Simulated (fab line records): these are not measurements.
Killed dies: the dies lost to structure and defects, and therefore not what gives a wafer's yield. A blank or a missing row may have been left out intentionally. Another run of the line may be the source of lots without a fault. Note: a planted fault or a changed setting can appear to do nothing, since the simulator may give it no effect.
Matching of chambers | flow nandHarc | NHARC_P_BONDPAD_ACTIVATE_29 on rieDiel-13 has 4 sister chambers
The step chemistry N2, time 60 s. 16 wafers are shown with their chamber, then 8 later ones without.

WAFERS PAIRED WITH THEIR CHAMBERS
wafer  | chamber | showerheadPlenumPTorr (Torr) | rfVppV (V) | oesProductAu (a.u.)
L317.1 | 2       | 1.88                         | 64.4       | 0.994
L317.4 | 0       | 1.89                         | 65.0       | 1.004
L317.6 | 2       | 1.88                         | 65.1       | 0.986
L326.3 | 0       | 1.89                         | 65.1       | 0.995
L326.4 | 2       | 1.88                         | 65.7       | 0.996
L326.5 | 1       | 1.89                         | 64.7       | 1.008
L328.1 | 3       | 1.72                         | 62.5       | 1.012
L328.5 | 3       | 1.72                         | 64.4       | 1.014
L328.6 | 2       | 1.88                         | 65.7       | 1.003
L330.2 | 1       | 1.89                         | 63.9       | 1.005
L330.3 | 3       | 1.72                         | 62.6       | 0.992
L330.6 | 1       | 1.89                         | 64.2       | 1.001
L332.2 | 2       | 1.88                         | 65.4       | 0.994
L332.4 | 2       | 1.88                         | 64.7       | 0.998
L332.5 | 0       | 1.88                         | 65.8       | 0.992
L336.2 | 0       | 1.88                         | 65.9       | 1.004

SIGNATURES (means of the wafers above)
reading               | chamber 0 | chamber 1 | chamber 2 | chamber 3 | scatter within a chamber
showerheadPlenumPTorr | 1.8850    | 1.8900    | 1.8800    | 1.7200    | 0.00289
rfVppV                | 65.450    | 64.267    | 65.167    | 63.167    | 0.626
oesProductAu          | 0.99875   | 1.00467   | 0.99517   | 1.00600   | 0.00703
Rule: a wafer lies at a distance from a chamber equal to the root of the sum of squares, over the readings, of (its reading less the chamber's mean, divided by the reading's scatter). The wafer belongs to the nearest chamber; if the next one is less than 2 further off, it can't be placed. The scatter: take each reading less its chamber's mean, square it, sum over the shown wafers, divide by the number of wafers less the number of chambers, and take the root.

WAFERS WITH NO CHAMBER GIVEN
wafer  | showerheadPlenumPTorr (Torr) | rfVppV (V) | oesProductAu (a.u.)
L336.3 | 1.88                         | 64.6       | 0.996
L336.6 | 1.71                         | 64.4       | 1.008
L340.1 | 1.88                         | 65.2       | 1.004
L340.4 | 1.88                         | 65.1       | 1.003
L340.6 | 1.89                         | 64.2       | 1.012
L339.1 | 1.89                         | 65.3       | 1.003
L339.2 | 1.88                         | 64.2       | 0.998
L339.4 | 1.71                         | 63.8       | 1.006

THE CHAMBER EACH PASSED THROUGH
wafer  | from the rows above          | in truth
L336.3 | can't be placed: 2 or 0      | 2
L336.6 | 3                            | 3
L340.1 | can't be placed: 2 or 0      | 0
L340.4 | can't be placed: 2 or 0      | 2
L340.6 | 1                            | 1
L339.1 | can't be placed: 1 or 0 or 2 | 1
L339.2 | can't be placed: 2 or 0 or 1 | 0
L339.4 | 3                            | 3
Placed correctly: 3 of 8. Not placeable from these rows: 5 (in 5, the candidates include the true chamber). 0 placed wrongly.
